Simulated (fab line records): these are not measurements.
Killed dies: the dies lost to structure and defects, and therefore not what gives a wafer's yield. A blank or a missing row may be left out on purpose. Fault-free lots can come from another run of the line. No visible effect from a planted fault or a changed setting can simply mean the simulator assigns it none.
fab line records / flow n5-finfet
record: lots: 4 wafers: 11 last-day: 19
route steps=1938 shown PMOS_HMC_CHANNEL_EPI@62 FIN_SAQP@90 BEOL_M4@1111 PASSIVATION@1936
lots that met no fault: taken from a fault-free run of the same line
start-h: start of the lot's first displayed wafer, in hours after the record's first day / wait-h: time in hours since the lot's previous step / " the same as in the row above / L1.1+2: several wafers, shown together as one row / - no value, or no start was given / * or withheld: withheld / < > ~ a bound
route shown NAME@n: names a module that has steps shown in the file, with the first one's number in the route / usual: mean and standard deviation over wafers with no fault / same: alike in all rows / chamber/n: place in a boat / sites: each site's reading / _std_site: the values' standard deviation / _edge_site: outer sites' mean less inner sites' / radius-mm: how far each site lies from the wafer's centre / mask NAME#n: copy n / behind: the most recent tool/chamber to have shaped the wafer / hold: the reason the lot was held/the length of the hold in hours/how it ended / device: which transistor (n, p or np) failed to switch / end of line: at the end of the route, the tests of the same wafers / where a step has no rows: the recipe by itself / killed: count of dies lost to structure and defects at first sort (not the wafer's yield) / map: dies across one wafer; x = killed, . = not, _ = none there
set.NAME: the setting as run; set.NAME@STEP: as run at that earlier step / model.NAME: the simulator's own value behind a step, which no gauge read
lots at some steps of the route; a table a step, a row a wafer
services: the hour from which a tool's chamber was out of use, counted from the record's first day as start-h (under 0 if before that day), plus the number of hours and why
== steps ==
step: N5_PMOS_HMC_CHANNEL_EPI_EXPOSE_06
recipe: mask-id: PMOS_HMC_BLK na: 1.35 source-shape: conventional sigma-outer: 0.8 polarization: unpolarized target-cd-nm: 240 dose-mj: 41
step: N5_PMOS_HMC_CHANNEL_EPI_PEB_07
recipe: peb-temp-c: 110 peb-time-s: 60 resist: CAR-ArF-block
step: N5_PMOS_HMC_CHANNEL_EPI_DEVELOP_08
recipe: develop-time-s: 30 developer: TMAH resist: CAR-ArF-block dev-temp-c: 23 rinse-liquid: diw dry: air-spin
step: N5_PMOS_HMC_CHANNEL_EPI_DESCUM_14
recipe: chemistry: O2 time-s: 7.9 source-power-w: 50 bias-power-w: 20 pressure-mtorr: 20 rf-frequency-hz: 2.712e+07 temp-c: 40 resist: CAR-ArF-block o2-flow-sccm: 225
step: N5_PMOS_HMC_CHANNEL_EPI_ETCH_32
recipe: chemistry: N2/H2 target: BARC stop-on: SiO2 target-depth-a: 858 over-etch-frac: 0.3 time-s: 50.3 ion-energy-ev: 200 mask-material: CAR-ArF-block pressure-mtorr: 30 source-w: 840 bias-w: 150 n2-flow-sccm: 200 h2-flow-sccm: 200
step: N5_PMOS_HMC_CHANNEL_EPI_HM_OPEN_15
recipe: chemistry: CHF3/O2 target: SiO2 mask-material: CAR-ArF-block target-depth-a: 406 CHF3_flow_sccm: 50 O2_flow_sccm: 5 Ar_flow_sccm: 200 time-s: 20.3 pressure-mtorr: 30 source-w: 650 bias-w: 170 ion-energy-ev: 200
step: N5_PMOS_HMC_CHANNEL_EPI_STRIP_33
recipe: chemistry: N2/H2 power-w: 500 temp-c: 40 pressure-mtorr: 50 rf-frequency-hz: 6e+07 overash-fraction: 0.3 bias-power-w: 8 h2-frac: 0.5 n2-flow-sccm: 300 h2-flow-sccm: 300
step: N5_PMOS_HMC_CHANNEL_EPI_STRIP_17
recipe: chemistry: SPM time-s: 750 temp-c: 130 h2so4-h2o2-vol-ratio: 4 dry: ipa-marangoni
step: N5_PMOS_HMC_CHANNEL_EPI_ETCH_38
recipe: chemistry: CF4 target: SiO2 target-depth-a: 15 ion-energy-ev: 350 pressure-mtorr: 10 icp-w: 800 bias-w: 400 cf4-flow-sccm: 80
step: N5_PMOS_HMC_CHANNEL_EPI_FIN_RECESS_16
recipe: chemistry: HBr/Cl2 target: Si mask-material: SiO2 target-depth-a: 540 time-s: 18 pressure-mtorr: 10 icp-w: 800 bias-w: 75 HBr_flow_sccm: 150 Cl2_flow_sccm: 80
usual: drypump-motor-current-A: 6.0/0.51 oes-product-au: 1.000/0.018 throttle-valve-pct: 35.48/0.3
lot.wafer=L201.1 tool=rie-si-03 chamber=3 start-h=72.09 wait-h=0.0 drypump-motor-current-A=6.4 oes-product-au=1.005 rf-hours-counter-h=98 throttle-valve-pct=35.88 model.PMOS_HMC_CHANNEL_EPI.feature-depth-nm=54.59 model.etch.depth-nm=54.59
lot.wafer=L201.5 tool=rie-si-03 chamber=1 start-h=72.09 wait-h=0.0 drypump-motor-current-A=6.6 oes-product-au=0.979 rf-hours-counter-h=- throttle-valve-pct=35.60 model.PMOS_HMC_CHANNEL_EPI.feature-depth-nm=52.92 model.etch.depth-nm=52.92
lot.wafer=L201.6 tool=rie-si-03 chamber=2 start-h=72.09 wait-h=0.0 drypump-motor-current-A=5.7 oes-product-au=1.018 rf-hours-counter-h=- throttle-valve-pct=35.15 model.PMOS_HMC_CHANNEL_EPI.feature-depth-nm=54.64 model.etch.depth-nm=54.64
lot.wafer=L205.1 tool=rie-si-03 chamber=2 start-h=96.05 wait-h=0.0 drypump-motor-current-A=5.7 oes-product-au=1.011 rf-hours-counter-h=182 throttle-valve-pct=35.14 model.PMOS_HMC_CHANNEL_EPI.feature-depth-nm=46.49 model.etch.depth-nm=46.49
lot.wafer=L205.2 tool=rie-si-03 chamber=1 start-h=96.05 wait-h=0.0 drypump-motor-current-A=6.6 oes-product-au=0.990 rf-hours-counter-h=71 throttle-valve-pct=35.62 model.PMOS_HMC_CHANNEL_EPI.feature-depth-nm=52.84 model.etch.depth-nm=52.84
lot.wafer=L206.1 tool=rie-si-03 chamber=1 start-h=102.57 wait-h=0.0 drypump-motor-current-A=6.6 oes-product-au=0.989 rf-hours-counter-h=71 throttle-valve-pct=35.58 model.PMOS_HMC_CHANNEL_EPI.feature-depth-nm=45.45 model.etch.depth-nm=45.45
lot.wafer=L206.5 tool=rie-si-03 chamber=1 start-h=102.57 wait-h=0.0 drypump-motor-current-A=6.6 oes-product-au=0.987 rf-hours-counter-h=- throttle-valve-pct=35.62 model.PMOS_HMC_CHANNEL_EPI.feature-depth-nm=53.41 model.etch.depth-nm=53.41
lot.wafer=L206.6 tool=rie-si-03 chamber=2 start-h=102.57 wait-h=0.0 drypump-motor-current-A=5.7 oes-product-au=1.016 rf-hours-counter-h=- throttle-valve-pct=35.13 model.PMOS_HMC_CHANNEL_EPI.feature-depth-nm=47.27 model.etch.depth-nm=47.27
lot.wafer=L214.1 tool=rie-si-04 chamber=1 start-h=149.74 wait-h=0.0 drypump-motor-current-A=5.9 oes-product-au=1.015 rf-hours-counter-h=9 throttle-valve-pct=35.79 model.PMOS_HMC_CHANNEL_EPI.feature-depth-nm=55.07 model.etch.depth-nm=55.07
lot.wafer=L214.4 tool=rie-si-04 chamber=0 start-h=149.74 wait-h=0.0 drypump-motor-current-A=6.2 oes-product-au=1.022 rf-hours-counter-h=40 throttle-valve-pct=35.77 model.PMOS_HMC_CHANNEL_EPI.feature-depth-nm=53.4 model.etch.depth-nm=53.4
lot.wafer=L214.5 tool=rie-si-04 chamber=0 start-h=149.74 wait-h=0.0 drypump-motor-current-A=6.2 oes-product-au=1.030 rf-hours-counter-h=- throttle-valve-pct=35.77 model.PMOS_HMC_CHANNEL_EPI.feature-depth-nm=53.82 model.etch.depth-nm=53.82
step: N5_PMOS_HMC_CHANNEL_EPI_PRECLEAN_36
recipe: chemistry: O3/DIW time-s: 45 temp-c: 22 o3-ppm: 10
step: N5_PMOS_HMC_CHANNEL_EPI_PRECLEAN_18
recipe: chemistry: DHF time-s: 30 temp-c: 25 dilution: withheld
step: N5_PMOS_HMC_CHANNEL_EPI_SRD_19
recipe: dry: ipa-marangoni do-ppb: 5 time-s: 30 temp-c: 23 rinse-liquid: diw
step: N5_PMOS_HMC_CHANNEL_EPI_EPI_20
recipe: material: SiGe30 mask-material: SiO2 pressure-torr: 20 target-thk-a: 590 temp-c: 600
step: N5_PMOS_HMC_CHANNEL_EPI_HM_STRIP_35
recipe: chemistry: dHF temp-c: 25 material: SiO2 target: SiO2 target-depth-a: 396 time-s: 216
step: N5_PMOS_HMC_CHANNEL_EPI_SRD_39
recipe: dry: ipa-marangoni time-s: 30 temp-c: 23 rinse-liquid: diw
step: N5_PMOS_HMC_CHANNEL_EPI_CMP_21
recipe: material: SiGe30 post-cmp-clean: alkaline-brush target-thk-nm: 54
step: N5_PMOS_HMC_CHANNEL_EPI_THK_MEAS_22
recipe: reads: SiGe30_of_PMOS_HMC_CHANNEL_EPI_EPI_20
usual: HMC_CMP_THK: 54.1/0.86
lot.wafer=L201.1 tool=film-metro-01 chamber=- start-h=73.91 wait-h=- HMC_CMP_THK[nm]=54.6
lot.wafer=L201.5 tool=film-metro-01 chamber=- start-h=73.91 wait-h=- HMC_CMP_THK[nm]=53.1
lot.wafer=L201.6 tool=film-metro-01 chamber=- start-h=73.91 wait-h=- HMC_CMP_THK[nm]=54.8
lot.wafer=L205.1 tool=film-metro-01 chamber=- start-h=98.79 wait-h=- HMC_CMP_THK[nm]=46.4
lot.wafer=L205.2 tool=film-metro-01 chamber=- start-h=98.79 wait-h=- HMC_CMP_THK[nm]=52.7
lot.wafer=L206.1 tool=film-metro-01 chamber=- start-h=104.38 wait-h=- HMC_CMP_THK[nm]=45.4
lot.wafer=L206.5 tool=film-metro-01 chamber=- start-h=104.38 wait-h=- HMC_CMP_THK[nm]=53.5
lot.wafer=L206.6 tool=film-metro-01 chamber=- start-h=104.38 wait-h=- HMC_CMP_THK[nm]=47.3
lot.wafer=L214.1 tool=film-metro-02 chamber=- start-h=152.48 wait-h=- HMC_CMP_THK[nm]=55.1
lot.wafer=L214.4 tool=film-metro-02 chamber=- start-h=152.48 wait-h=- HMC_CMP_THK[nm]=53.4
lot.wafer=L214.5 tool=film-metro-02 chamber=- start-h=152.48 wait-h=- HMC_CMP_THK[nm]=53.8
step: N5_PMOS_HMC_CHANNEL_EPI_PRECLEAN_40
recipe: chemistry: DHF time-s: 30 temp-c: 25 dilution: withheld
step: N5_PMOS_HMC_CHANNEL_EPI_PRECLEAN_37
recipe: chemistry: O3/DIW time-s: 45 temp-c: 22 o3-ppm: 10
step: N5_PMOS_HMC_CHANNEL_EPI_PRECLEAN_24
recipe: chemistry: DHF time-s: 30 temp-c: 25 dilution: withheld
step: N5_PMOS_HMC_CHANNEL_EPI_SRD_25
recipe: dry: ipa-marangoni do-ppb: 5 time-s: 30 temp-c: 23 rinse-liquid: diw
step: N5_PMOS_HMC_CHANNEL_EPI_EPI_26
recipe: material: Si target-thk-a: 38 temp-c: 650 precursor: SiH4/H2 pressure-torr: 20 time-s: 22.7
step: N5_FIN_SAQP_PRECLEAN_42
recipe: chemistry: O3/DIW time-s: 60 temp-c: 22 o3-ppm: 10
step: N5_FIN_SAQP_PRECLEAN_00
recipe: chemistry: SC1 time-s: 60 temp-c: 55 mix: 1:2:50
step: N5_FIN_SAQP_PRECLEAN_44
recipe: chemistry: SC2 time-s: 45 temp-c: 35 mix: 1:1:50
step: N5_FIN_SAQP_SRD_01
recipe: dry: ipa-marangoni time-s: 30 temp-c: 23 rinse-liquid: diw
step: N5_FIN_SAQP_ALD_61
recipe: material: SiO2 target-thk-a: 40 temp-c: 300 ald-precursor-family: BDEAS ald-co-reactant: O2-plasma pulse-time-s: 1 purge-time-s: 2 co-reactant-purge-time-s: 2 ald-cycles: 43 pressure-torr: 2
step: N5_FIN_SAQP_DENSIFY_62
recipe: temp-c: 700 time-s: 60 ambient: N2 idle-temp-c: 600 ramp-up-c-per-s: 150 ramp-down-c-per-s: 60 cool-to-c: 600
step: N5_FIN_SAQP_HM_DEP_03
recipe: material: SiNx target-thk-a: 380 temp-c: 400 precursor: SiH4/NH3/N2 pressure-torr: 1.5 rf-w: 300 time-s: 33.6
step: N5_FIN_SAQP_PECVD_47
recipe: material: a-Si target-thk-a: 450 temp-c: 400 precursor: SiH4/He pressure-torr: 3 rf-w: 100 time-s: 36.3
step: N5_FIN_SAQP_PECVD_48
recipe: material: SiNx target-thk-a: 250 temp-c: 400 precursor: SiH4/NH3/N2 pressure-torr: 1.5 rf-w: 300 time-s: 22.1
step: N5_FIN_SAQP_PECVD_06
recipe: material: a-Si target-thk-a: 600 temp-c: 400 precursor: SiH4/He pressure-torr: 3 rf-w: 100 time-s: 48.1
step: N5_FIN_SAQP_HM_DEP_72
recipe: material: SiO2 target-thk-a: 120 temp-c: 400 precursor: SiH4/N2O pressure-torr: 0.75 rf-w: 275 time-s: 7.2
step: N5_FIN_SAQP_COAT_49
recipe: resist: SOC temp-c: 250 time-s: 60 spin-rpm: 1500 resist-thk-nm: 100
step: N5_BEOL_M4_RC_MEAS_101
usual: CJ_P: 5.77/0.19 DIBL_N: 36.6/1.9 DIBL_P: 36.7/2.2 IOFF_N: 0.16/0.035 IOFF_P: 0.22/0.038 ION_N: 672/14 ION_P: 462/8.3 SS_N: 71.6/0.65 SS_P: 73.5/0.72 VT_N: 250/3.5 VT_P: -250/3.1
lot.wafer=L201.1 tool=prober-02 chamber=0 start-h=249.12 wait-h=0.0 CJ_P=5.69 DIBL_N[mV/V]=35.6 DIBL_P[mV/V]=36.2 IOFF_N[nA/um]=0.14 IOFF_P[nA/um]=0.20 ION_N[uA/um]=654 ION_P[uA/um]=455 SS_N[mV/dec]=71.2 SS_P[mV/dec]=72.7 VT_N[mV]=252 VT_P[mV]=-253
lot.wafer=L201.5 tool=prober-02 chamber=0 start-h=249.12 wait-h=0.0 CJ_P=6.06 DIBL_N[mV/V]=36.5 DIBL_P[mV/V]=36.0 IOFF_N[nA/um]=0.14 IOFF_P[nA/um]=0.19 ION_N[uA/um]=669 ION_P[uA/um]=463 SS_N[mV/dec]=71.6 SS_P[mV/dec]=72.9 VT_N[mV]=252 VT_P[mV]=-251
lot.wafer=L201.6 tool=prober-02 chamber=0 start-h=249.12 wait-h=0.0 CJ_P=5.66 DIBL_N[mV/V]=35.6 DIBL_P[mV/V]=35.9 IOFF_N[nA/um]=0.13 IOFF_P[nA/um]=0.19 ION_N[uA/um]=660 ION_P[uA/um]=450 SS_N[mV/dec]=71.8 SS_P[mV/dec]=73.9 VT_N[mV]=254 VT_P[mV]=-251
lot.wafer=L205.1 tool=prober-01 chamber=0 start-h=271.92 wait-h=0.0 CJ_P=6.50 DIBL_N[mV/V]=36.7 DIBL_P[mV/V]=36.1 IOFF_N[nA/um]=0.16 IOFF_P[nA/um]=0.20 ION_N[uA/um]=663 ION_P[uA/um]=451 SS_N[mV/dec]=72.2 SS_P[mV/dec]=73.0 VT_N[mV]=249 VT_P[mV]=-253
lot.wafer=L205.2 tool=prober-01 chamber=0 start-h=271.92 wait-h=0.0 CJ_P=6.10 DIBL_N[mV/V]=35.8 DIBL_P[mV/V]=35.7 IOFF_N[nA/um]=0.15 IOFF_P[nA/um]=0.20 ION_N[uA/um]=681 ION_P[uA/um]=470 SS_N[mV/dec]=71.4 SS_P[mV/dec]=73.1 VT_N[mV]=248 VT_P[mV]=-252
lot.wafer=L206.1 tool=prober-02 chamber=0 start-h=279.58 wait-h=0.0 CJ_P=6.52 DIBL_N[mV/V]=35.7 DIBL_P[mV/V]=36.1 IOFF_N[nA/um]=0.14 IOFF_P[nA/um]=0.19 ION_N[uA/um]=675 ION_P[uA/um]=451 SS_N[mV/dec]=72.0 SS_P[mV/dec]=72.9 VT_N[mV]=254 VT_P[mV]=-252
lot.wafer=L206.5 tool=prober-02 chamber=0 start-h=279.58 wait-h=0.0 CJ_P=5.98 DIBL_N[mV/V]=35.3 DIBL_P[mV/V]=36.2 IOFF_N[nA/um]=0.14 IOFF_P[nA/um]=0.20 ION_N[uA/um]=676 ION_P[uA/um]=470 SS_N[mV/dec]=70.9 SS_P[mV/dec]=72.9 VT_N[mV]=252 VT_P[mV]=-250
lot.wafer=L206.6 tool=prober-02 chamber=0 start-h=279.58 wait-h=0.0 CJ_P=6.45 DIBL_N[mV/V]=37.5 DIBL_P[mV/V]=38.9 IOFF_N[nA/um]=0.17 IOFF_P[nA/um]=0.23 ION_N[uA/um]=663 ION_P[uA/um]=450 SS_N[mV/dec]=71.9 SS_P[mV/dec]=73.9 VT_N[mV]=250 VT_P[mV]=-250
lot.wafer=L214.1 tool=prober-02 chamber=0 start-h=319.66 wait-h=0.0 CJ_P=5.61 DIBL_N[mV/V]=36.6 DIBL_P[mV/V]=36.0 IOFF_N[nA/um]=0.16 IOFF_P[nA/um]=0.23 ION_N[uA/um]=682 ION_P[uA/um]=472 SS_N[mV/dec]=71.7 SS_P[mV/dec]=72.4 VT_N[mV]=248 VT_P[mV]=-246
lot.wafer=L214.4 tool=prober-02 chamber=0 start-h=319.66 wait-h=0.0 CJ_P=5.97 DIBL_N[mV/V]=36.7 DIBL_P[mV/V]=35.6 IOFF_N[nA/um]=0.17 IOFF_P[nA/um]=0.23 ION_N[uA/um]=688 ION_P[uA/um]=464 SS_N[mV/dec]=71.3 SS_P[mV/dec]=73.1 VT_N[mV]=247 VT_P[mV]=-248
lot.wafer=L214.5 tool=prober-02 chamber=0 start-h=319.66 wait-h=0.0 CJ_P=5.96 DIBL_N[mV/V]=37.7 DIBL_P[mV/V]=38.1 IOFF_N[nA/um]=0.19 IOFF_P[nA/um]=0.28 ION_N[uA/um]=692 ION_P[uA/um]=478 SS_N[mV/dec]=71.9 SS_P[mV/dec]=73.1 VT_N[mV]=246 VT_P[mV]=-244
step: N5_PASSIVATION_PROBE_49
usual: defect-limited-yield: 91.6/1.4 killed_at_M0_to_M3: 35/10 killed_at_M4_up: 13/4.8 killed-at-contacts: 12/7.2 killed-at-front-end: 36/12 killed-at-other: 4/3.1 killed-dies: 100/17 killed-open: 66/13 killed-short: 32/7.3 sort_bin_5_function: 5.0/0.94 sort_bin_6_memory: 3.1/0.67 sort-n-pass: 1080/17 sort-yield-pct: 91.6/1.4
same: gross-dies: 1180 killed-at-back-side: 0 sort_bin_4_leakage[%]: 0 sort_bin_8_speed[%]: 0
lot.wafer=L205.1 tool=prober-01 chamber=- start-h=389.01 wait-h=0.0 defect-limited-yield[%]=90.7 killed_at_M0_to_M3=30 killed_at_M4_up=16 killed-at-contacts=13 killed-at-front-end=47 killed-at-other=4 killed-dies=110 killed-open=75 killed-short=34 sort_bin_5_function[%]=5.2 sort_bin_6_memory[%]=3.5 sort-n-pass=1070 sort-yield-pct[%]=90.7
lot.wafer=L205.2 tool=prober-01 chamber=- start-h=389.06 wait-h=0.1 defect-limited-yield[%]=91.7 killed_at_M0_to_M3=31 killed_at_M4_up=11 killed-at-contacts=9 killed-at-front-end=43 killed-at-other=4 killed-dies=98 killed-open=70 killed-short=28 sort_bin_5_function[%]=4.6 sort_bin_6_memory[%]=3.4 sort-n-pass=1082 sort-yield-pct[%]=91.7
killed by level:class
L205.1 MOL_CONTACT_COAG:geometric-particle:open=12 FIN_SAQP:geometric-particle:open=10 BEOL_M1:geometric-particle:open=10 FIN_SAQP:geometric-particle:short=6 STI_FIN_REVEAL:geometric-particle:open=6 STARTING-WAFER:geometric-particle:short=6 BEOL_M0_SAQP:geometric-particle:open=6 DUMMY_GATE:geometric-particle:open=5
L205.2 BEOL_M1:geometric-particle:open=11 STI_FIN_REVEAL:geometric-particle:open=9 FIN_SAQP:geometric-particle:short=6 FIN_SAQP:geometric-particle:open=6 BEOL_M2:geometric-particle:open=6 STARTING-WAFER:geometric-particle:open=6 MOL_CONTACT_COAG:geometric-particle:open=5 BEOL_M3:geometric-particle:open=5
== services ==
tool=rie-si-03 chamber=1 start-h=55.40 hours=6.2 kind=repair
tool=rie-si-03 chamber=2 start-h=120.54 hours=1.2 kind=repair
== key ==
first-sign: step: N5_PMOS_HMC_CHANNEL_EPI_THK_MEAS_22 reading: HMC_CMP_THK direction: down sigmas: 9.1 usual: 54.1 struck: 46.4
effect: step: N5_BEOL_M4_RC_MEAS_101 reading: CJ_P direction: up sigmas: 3.8 usual: 5.77 struck: 6.49
model-effect: step: N5_PMOS_HMC_CHANNEL_EPI_FIN_RECESS_16 value: PMOS_HMC_CHANNEL_EPI.feature-depth-nm without: 54.37 struck: 46.4
met-at N5_PMOS_HMC_CHANNEL_EPI_FIN_RECESS_16
struck-wafers L205.1,L206.1,L206.6
onset-between 72.09 96.05
fault: kind: process-parameter-drift tool: rie-si-03 chamber: - onset-h: 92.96 steps: N5_PMOS_HMC_CHANNEL_EPI_FIN_RECESS_16 channel: time-s offset: * shape: step end-h: 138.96 scope: struck-wafers-only acts-in: * stated: *
